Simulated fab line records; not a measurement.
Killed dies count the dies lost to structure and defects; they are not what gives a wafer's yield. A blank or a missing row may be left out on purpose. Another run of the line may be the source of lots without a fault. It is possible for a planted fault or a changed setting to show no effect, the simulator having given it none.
Chamber matching | flow n5-finfet | N5_BEOL_M11_VIA_ETCH_34 on rie-diel-06: 4 sister chambers
The step etches SiCOH lowk in C4F6/O2, target depth 184.5 nm, time 69.2 s. 24 wafers are shown with their chamber, then 12 later ones without.

== WAFERS PAIRED WITH THEIR CHAMBERS ==
wafer  | chamber | rf-vpp-V (V) | showerhead-plenum-p-Torr (Torr) | throttle-valve-pct (%)
L076.3 | 1       | 656          | 2.80                            | 21.10
L076.4 | 3       | 633          | 2.77                            | 21.19
L076.5 | 3       | 634          | 2.77                            | 21.17
L079.1 | 1       | 656          | 2.80                            | 21.10
L079.2 | 3       | 633          | 2.77                            | 21.17
L079.3 | 2       | 687          | 2.90                            | 20.57
L083.1 | 2       | 687          | 2.90                            | 20.59
L083.3 | 3       | 633          | 2.77                            | 21.18
L083.4 | 1       | 655          | 2.79                            | 21.12
L081.2 | 1       | 655          | 2.79                            | 21.10
L081.3 | 2       | 687          | 2.90                            | 20.58
L081.5 | 3       | 634          | 2.77                            | 21.20
L082.1 | 0       | 666          | 3.05                            | 20.74
L082.4 | 1       | 655          | 2.79                            | 21.11
L082.6 | 2       | 686          | 2.90                            | 20.60
L085.1 | 1       | 656          | 2.79                            | 21.12
L085.2 | 0       | 665          | 3.04                            | 20.74
L085.3 | 2       | 685          | 2.89                            | 20.61
L086.3 | 3       | 634          | 2.76                            | 21.21
L086.4 | 1       | 656          | 2.79                            | 21.13
L086.6 | 3       | 634          | 2.76                            | 21.22
L087.2 | 3       | 634          | 2.76                            | 21.21
L087.3 | 1       | 657          | 2.79                            | 21.14
L087.4 | 0       | 665          | 3.04                            | 20.75

SIGNATURES (means of the wafers above)
reading                  | chamber 0 | chamber 1 | chamber 2 | chamber 3 | scatter within a chamber
rf-vpp-V                 | 665.33    | 655.75    | 686.40    | 633.62    | 0.68
showerhead-plenum-p-Torr | 3.0433    | 2.7925    | 2.8980    | 2.7662    | 0.00492
throttle-valve-pct       | 20.7433   | 21.1150   | 20.5900   | 21.1938   | 0.0162
Rule: for each reading, subtract the chamber's mean from the wafer's reading, divide by that reading's scatter and square the result; add these up over the readings and take the root, which gives the wafer's distance from the chamber. If the next closest chamber is less than 2 further off than the closest, the wafer can't be placed; otherwise it belongs to the closest. The scatter: take each reading less its chamber's mean, square it, sum over the shown wafers, divide by the number of wafers less the number of chambers, and take the root.

== WAFERS WITH NO CHAMBER GIVEN ==
wafer  | rf-vpp-V (V) | showerhead-plenum-p-Torr (Torr) | throttle-valve-pct (%)
L091.1 | 634          | 2.76                            | 21.22
L091.5 | 655          | 2.79                            | 21.16
L091.6 | 686          | 2.89                            | 20.63
L094.2 | 634          | 2.76                            | 21.20
L094.3 | 686          | 2.89                            | 20.63
L094.5 | 684          | 2.89                            | 20.63
L096.1 | 634          | 2.76                            | 21.24
L096.4 | 656          | 2.78                            | 21.16
L096.6 | 686          | 2.88                            | 20.64
L097.2 | 686          | 2.88                            | 20.64
L097.5 | 655          | 2.78                            | 21.16
L097.6 | 685          | 2.88                            | 20.64

== WHICH CHAMBER EACH WENT THROUGH ==
wafer  | from the rows above | in truth
L091.1 | 3                   | 3
L091.5 | 1                   | 1
L091.6 | 2                   | 2
L094.2 | 3                   | 3
L094.3 | 2                   | 2
L094.5 | 2                   | 2
L096.1 | 3                   | 3
L096.4 | 1                   | 1
L096.6 | 2                   | 2
L097.2 | 2                   | 2
L097.5 | 1                   | 1
L097.6 | 2                   | 2
Placed correctly: 12 of 12. From these rows, 0 cannot be placed. Wrongly placed: 0.
